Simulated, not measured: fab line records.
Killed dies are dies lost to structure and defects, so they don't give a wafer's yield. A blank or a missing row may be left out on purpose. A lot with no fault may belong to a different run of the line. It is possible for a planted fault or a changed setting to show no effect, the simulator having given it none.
Which tool did it? + flow nand-harc + Sampling: 24 lots, 72 wafers, 3 of 1302 route steps

WHAT THE GAUGES READ, wafer by wafer
NHARC_A_CHANNEL_HOLE_D2_INSPECT_12.
| lot  | measured     | on                | raw-defect-count |
|------|--------------|-------------------|------------------|
| L074 | day 12 20:20 | defect-inspect-01 | 64 57 55         |
| L075 | day 13 23:47 | defect-inspect-01 | 5 3 2            |
| L076 | day 13 23:59 | defect-inspect-01 | 78 47 54         |
| L077 | day 14 02:17 | defect-inspect-01 | 43 50 52         |
| L078 | day 14 18:16 | defect-inspect-01 | 5 3 5            |
| L079 | day 15 07:27 | defect-inspect-02 | 9 6 7            |
| L080 | day 15 14:09 | defect-inspect-01 | 8 8 12           |
| L081 | day 15 20:44 | defect-inspect-02 | 9 10 10          |
| L082 | day 16 10:56 | defect-inspect-01 | 8 10 10          |
| L083 | day 17 00:15 | defect-inspect-02 | 12 12 6          |
| L084 | day 17 15:23 | defect-inspect-02 | 51 64 51         |
| L085 | day 17 21:08 | defect-inspect-01 | 11 11 5          |
| L086 | day 18 01:58 | defect-inspect-01 | 14 13 17         |
| L087 | day 18 02:31 | defect-inspect-01 | 47 52 56         |
| L088 | day 19 09:58 | defect-inspect-02 | 61 73 43         |
| L089 | day 19 09:41 | defect-inspect-01 | 14 10 21         |
| L090 | day 19 22:29 | defect-inspect-02 | 53 60 59         |
| L091 | day 19 23:07 | defect-inspect-01 | 28 19 12         |
| L092 | day 20 15:59 | defect-inspect-02 | 13 17 16         |
| L093 | day 20 16:14 | defect-inspect-01 | 48 60 52         |
| L094 | day 21 03:32 | defect-inspect-01 | 21 25 28         |
| L095 | day 21 17:18 | defect-inspect-01 | 23 21 25         |
| L096 | day 22 01:52 | defect-inspect-02 | 6 6 6            |
| L097 | day 22 10:20 | defect-inspect-02 | 35 33 38         |

TOOL THAT RAN EACH LOT (tool first, then ch and the chambers of the sampled wafers, then the start)
| lot  | NHARC_A_CHANNEL_FILL_D1_ALD_03                 | NHARC_A_DECK1_JOINT_CMP_13    |
|------|------------------------------------------------|-------------------------------|
| L074 | ald-sin-batch-01 ch 0, day 10 23:17 or earlier | cmp-04 ch 1,2,3, day 10 23:17 |
| L075 | ald-sin-batch-03 ch 0, day 11 20:52 or earlier | cmp-02 ch 0,1, day 11 20:52   |
| L076 | ald-sin-batch-03 ch 0, day 11 20:53 or earlier | cmp-03 ch 0,2, day 11 20:53   |
| L077 | ald-sin-batch-03 ch 0, day 12 11:57 or earlier | cmp-03 ch 0,1,3, day 12 11:57 |
| L078 | ald-sin-batch-01 ch 0, day 12 22:53 or earlier | cmp-02 ch 1,2, day 12 22:53   |
| L079 | ald-sin-batch-03 ch 0, day 13 08:16 or earlier | cmp-03 ch 0,1, day 13 08:16   |
| L080 | ald-sin-batch-01 ch 0, day 13 20:11 or earlier | cmp-03 ch 1,2, day 13 20:11   |
| L081 | ald-sin-batch-03 ch 0, day 14 04:31 or earlier | cmp-03 ch 2,3, day 14 04:31   |
| L082 | ald-sin-batch-03 ch 0, day 14 17:20 or earlier | cmp-02 ch 1,2,3, day 14 17:20 |
| L083 | ald-sin-batch-03 ch 0, day 15 03:07 or earlier | cmp-03 ch 2,3, day 15 03:07   |
| L084 | ald-sin-batch-03 ch 0, day 15 22:27 or earlier | cmp-02 ch 0,1,2, day 15 22:27 |
| L085 | ald-sin-batch-03 ch 0, day 16 02:05 or earlier | cmp-02 ch 0,1,2, day 16 02:05 |
| L086 | ald-sin-batch-03 ch 0, day 16 07:58 or earlier | cmp-04 ch 0,1,3, day 16 07:58 |
| L087 | ald-sin-batch-03 ch 0, day 16 07:58 or earlier | cmp-02 ch 0,2,3, day 16 07:58 |
| L088 | ald-sin-batch-02 ch 0, day 17 10:59 or earlier | cmp-03 ch 1,2,3, day 17 10:59 |
| L089 | ald-sin-batch-02 ch 0, day 17 10:56 or earlier | cmp-04 ch 0,3, day 17 10:56   |
| L090 | ald-sin-batch-01 ch 0, day 18 02:07 or earlier | cmp-03 ch 1,2,3, day 18 02:07 |
| L091 | ald-sin-batch-01 ch 0, day 18 02:07 or earlier | cmp-04 ch 0,1,3, day 18 02:07 |
| L092 | ald-sin-batch-03 ch 0, day 18 19:12 or earlier | cmp-03 ch 1,3, day 18 19:12   |
| L093 | ald-sin-batch-03 ch 0, day 19 01:26 or earlier | cmp-04 ch 0,1,3, day 19 01:26 |
| L094 | ald-sin-batch-03 ch 0, day 19 14:20 or earlier | cmp-02 ch 0,1,3, day 19 14:20 |
| L095 | ald-sin-batch-01 ch 0, day 20 01:49 or earlier | cmp-03 ch 0,2, day 20 01:49   |
| L096 | ald-sin-batch-02 ch 0, day 20 10:18 or earlier | cmp-02 ch 1,2, day 20 10:18   |
| L097 | ald-sin-batch-01 ch 0, day 20 18:23 or earlier | cmp-02 ch 2,3, day 20 18:23   |
- NHARC_A_CHANNEL_FILL_D1_ALD_03: deposits SiNx, target thk 6 nm, pulse time 60 s, ald cycles 58.
- NHARC_A_DECK1_JOINT_CMP_13: polishes, target thk 51.023 nm.

AS READ BY THE TOOLS THEMSELVES (means over the sampled wafers that have a number; for cases with no such wafer, the mark the record gives instead)
NHARC_A_CHANNEL_FILL_D1_ALD_03.
| lot  | tool             | precursor-pulse-height-rel |
|------|------------------|----------------------------|
| L074 | ald-sin-batch-01 | 0.998                      |
| L075 | ald-sin-batch-03 | 0.994                      |
| L076 | ald-sin-batch-03 | 1.014                      |
| L077 | ald-sin-batch-03 | 0.986                      |
| L078 | ald-sin-batch-01 | 0.990                      |
| L079 | ald-sin-batch-03 | 1.002                      |
| L080 | ald-sin-batch-01 | 1.014                      |
| L081 | ald-sin-batch-03 | 1.001                      |
| L082 | ald-sin-batch-03 | 1.017                      |
| L083 | ald-sin-batch-03 | 0.991                      |
| L084 | ald-sin-batch-03 | 1.002                      |
| L085 | ald-sin-batch-03 | 1.008                      |
| L086 | ald-sin-batch-03 | 1.001                      |
| L087 | ald-sin-batch-03 | 0.994                      |
| L088 | ald-sin-batch-02 | 0.990                      |
| L089 | ald-sin-batch-02 | 0.988                      |
| L090 | ald-sin-batch-01 | 0.995                      |
| L091 | ald-sin-batch-01 | 1.016                      |
| L092 | ald-sin-batch-03 | 0.985                      |
| L093 | ald-sin-batch-03 | 0.990                      |
| L094 | ald-sin-batch-03 | 0.985                      |
| L095 | ald-sin-batch-01 | 1.011                      |
| L096 | ald-sin-batch-02 | 1.011                      |
| L097 | ald-sin-batch-01 | 0.989                      |

NHARC_A_DECK1_JOINT_CMP_13.
| lot  | tool   | motor-current-A (A) | slurry-flow-ml-min | time-to-endpoint-s (s) |
|------|--------|---------------------|--------------------|------------------------|
| L074 | cmp-04 | 12.3                | 150.0              | 10.6                   |
| L075 | cmp-02 | 11.2                | 150.3              | 8.8                    |
| L076 | cmp-03 | 12.2                | 150.5              | 9.0                    |
| L077 | cmp-03 | 11.2                | 150.1              | 9.5                    |
| L078 | cmp-02 | 12.1                | 150.4              | 6.8                    |
| L079 | cmp-03 | 11.0                | 150.1              | 8.3                    |
| L080 | cmp-03 | 10.6                | 150.6              | 9.5                    |
| L081 | cmp-03 | 11.5                | 149.7              | 12.1                   |
| L082 | cmp-02 | 11.7                | 149.6              | 9.4                    |
| L083 | cmp-03 | 11.6                | 150.2              | 10.3                   |
| L084 | cmp-02 | 11.4                | 149.9              | 6.9                    |
| L085 | cmp-02 | 11.8                | 150.2              | 9.9                    |
| L086 | cmp-04 | 11.9                | 150.0              | 7.3                    |
| L087 | cmp-02 | 11.9                | 149.9              | 7.6                    |
| L088 | cmp-03 | 11.1                | 149.9              | 11.4                   |
| L089 | cmp-04 | 12.0                | 150.5              | 6.7                    |
| L090 | cmp-03 | 11.2                | 150.3              | 9.0                    |
| L091 | cmp-04 | 12.0                | 149.5              | 9.8                    |
| L092 | cmp-03 | 10.7                | 150.3              | 10.8                   |
| L093 | cmp-04 | 11.6                | 149.9              | 10.0                   |
| L094 | cmp-02 | 11.0                | 150.0              | 7.9                    |
| L095 | cmp-03 | 12.2                | 149.9              | 10.9                   |
| L096 | cmp-02 | 12.1                | 149.9              | 11.0                   |
| L097 | cmp-02 | 10.9                | 149.6              | 7.7                    |

THE ANSWER, worked out from the rows above alone
Rule: what is usual is taken from the lots themselves. The widest of any qualifying gaps counts: lots, ordered by their means at a reading, are off when they make up no more than a third of the lots, leave a main group of 4 or more, and stand apart from it by 3 or more times the standard deviation of that group's means. A main group whose means are all the same, to the digits that the tables above print for the reading, isn't used. Also off: a lot with no number at a reading for which 4 or more lots have one. Where the step has rows for the other lots, those lots are counted as sound. The gauges are gone through in route order, then the tools' own readings, and for those a lot's mean is taken as printed above. At the first step where some lot is off, the reading lying furthest off is the one used; lots without a number count as furthest.
No lot is off at any reading shown: from this, nothing can be told.

WHAT WAS PUT IN BY THE SIMULATOR
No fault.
